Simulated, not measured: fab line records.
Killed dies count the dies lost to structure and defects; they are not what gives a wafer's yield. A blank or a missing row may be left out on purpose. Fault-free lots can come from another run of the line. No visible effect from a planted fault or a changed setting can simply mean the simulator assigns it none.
Matching of chambers || flow n5_finfet || N5_DUMMY_GATE_ETCH_44 on rie_si-04: 4 sister chambers
The step etches poly-Si in HBr/O2, stops on SiO2, target depth 127.5 nm. 16 wafers are shown with their chamber, then 8 later ones without.

## WAFERS WITH THEIR CHAMBER
{"wafer": "L074.4", "chamber": 1, "drypump_motor_current_A (A)": 6.0, "throttle_valve_pct (%)": 18.36, "oes_product_au (a.u.)": 0.744}
{"wafer": "L074.5", "chamber": 0, "drypump_motor_current_A (A)": 6.0, "throttle_valve_pct (%)": 18.56, "oes_product_au (a.u.)": 0.740}
{"wafer": "L074.6", "chamber": 2, "drypump_motor_current_A (A)": 5.4, "throttle_valve_pct (%)": 18.39, "oes_product_au (a.u.)": 0.709}
{"wafer": "L076.1", "chamber": 1, "drypump_motor_current_A (A)": 6.0, "throttle_valve_pct (%)": 18.36, "oes_product_au (a.u.)": 0.737}
{"wafer": "L076.2", "chamber": 3, "drypump_motor_current_A (A)": 6.4, "throttle_valve_pct (%)": 18.19, "oes_product_au (a.u.)": 0.733}
{"wafer": "L076.5", "chamber": 1, "drypump_motor_current_A (A)": 6.0, "throttle_valve_pct (%)": 18.36, "oes_product_au (a.u.)": 0.728}
{"wafer": "L078.2", "chamber": 1, "drypump_motor_current_A (A)": 6.0, "throttle_valve_pct (%)": 18.36, "oes_product_au (a.u.)": 0.733}
{"wafer": "L078.4", "chamber": 2, "drypump_motor_current_A (A)": 5.4, "throttle_valve_pct (%)": 18.39, "oes_product_au (a.u.)": 0.715}
{"wafer": "L078.5", "chamber": 1, "drypump_motor_current_A (A)": 6.0, "throttle_valve_pct (%)": 18.35, "oes_product_au (a.u.)": 0.735}
{"wafer": "L082.2", "chamber": 0, "drypump_motor_current_A (A)": 6.0, "throttle_valve_pct (%)": 18.55, "oes_product_au (a.u.)": 0.738}
{"wafer": "L082.3", "chamber": 1, "drypump_motor_current_A (A)": 6.0, "throttle_valve_pct (%)": 18.37, "oes_product_au (a.u.)": 0.725}
{"wafer": "L082.5", "chamber": 1, "drypump_motor_current_A (A)": 6.0, "throttle_valve_pct (%)": 18.34, "oes_product_au (a.u.)": 0.737}
{"wafer": "L089.1", "chamber": 2, "drypump_motor_current_A (A)": 5.4, "throttle_valve_pct (%)": 18.40, "oes_product_au (a.u.)": 0.714}
{"wafer": "L089.3", "chamber": 3, "drypump_motor_current_A (A)": 6.4, "throttle_valve_pct (%)": 18.19, "oes_product_au (a.u.)": 0.738}
{"wafer": "L089.4", "chamber": 1, "drypump_motor_current_A (A)": 6.0, "throttle_valve_pct (%)": 18.36, "oes_product_au (a.u.)": 0.743}
{"wafer": "L090.2", "chamber": 0, "drypump_motor_current_A (A)": 6.1, "throttle_valve_pct (%)": 18.55, "oes_product_au (a.u.)": 0.739}

SIGNATURES (means of the wafers above)
{"reading": "drypump_motor_current_A", "chamber 0": 6.033, "chamber 1": 6.000, "chamber 2": 5.400, "chamber 3": 6.400, "scatter within a chamber": 0.0236}
{"reading": "throttle_valve_pct", "chamber 0": 18.5533, "chamber 1": 18.3575, "chamber 2": 18.3933, "chamber 3": 18.1900, "scatter within a chamber": 0.00755}
{"reading": "oes_product_au", "chamber 0": 0.73900, "chamber 1": 0.73525, "chamber 2": 0.71267, "chamber 3": 0.73550, "scatter within a chamber": 0.00533}
Rule: for each reading, subtract the chamber's mean from the wafer's reading, divide by that reading's scatter and square the result; add these up over the readings and take the root, which gives the wafer's distance from the chamber. If the next closest chamber is less than 2 further off than the closest, the wafer can't be placed; otherwise it belongs to the closest. The scatter is the square root of a quotient: the sum, over the shown wafers, of each reading's squared deviation from its chamber's mean, divided by wafers minus chambers.

## WAFERS WITHOUT THEIR CHAMBER
{"wafer": "L090.3", "drypump_motor_current_A (A)": 6.4, "throttle_valve_pct (%)": 18.17, "oes_product_au (a.u.)": 0.743}
{"wafer": "L090.4", "drypump_motor_current_A (A)": 5.4, "throttle_valve_pct (%)": 18.41, "oes_product_au (a.u.)": 0.709}
{"wafer": "L091.3", "drypump_motor_current_A (A)": 6.4, "throttle_valve_pct (%)": 18.19, "oes_product_au (a.u.)": 0.745}
{"wafer": "L091.5", "drypump_motor_current_A (A)": 6.0, "throttle_valve_pct (%)": 18.36, "oes_product_au (a.u.)": 0.740}
{"wafer": "L091.6", "drypump_motor_current_A (A)": 5.4, "throttle_valve_pct (%)": 18.40, "oes_product_au (a.u.)": 0.703}
{"wafer": "L093.1", "drypump_motor_current_A (A)": 6.0, "throttle_valve_pct (%)": 18.35, "oes_product_au (a.u.)": 0.728}
{"wafer": "L093.4", "drypump_motor_current_A (A)": 6.4, "throttle_valve_pct (%)": 18.18, "oes_product_au (a.u.)": 0.745}
{"wafer": "L093.5", "drypump_motor_current_A (A)": 6.0, "throttle_valve_pct (%)": 18.37, "oes_product_au (a.u.)": 0.725}

## THE CHAMBER EACH PASSED THROUGH
{"wafer": "L090.3", "from the rows above": 3, "in truth": 3}
{"wafer": "L090.4", "from the rows above": 2, "in truth": 2}
{"wafer": "L091.3", "from the rows above": 3, "in truth": 3}
{"wafer": "L091.5", "from the rows above": 1, "in truth": 1}
{"wafer": "L091.6", "from the rows above": 2, "in truth": 2}
{"wafer": "L093.1", "from the rows above": 1, "in truth": 1}
{"wafer": "L093.4", "from the rows above": 3, "in truth": 3}
{"wafer": "L093.5", "from the rows above": 1, "in truth": 1}
Placed correctly: 8 of 8. Number that these rows cannot place: 0. Number placed wrongly: 0.
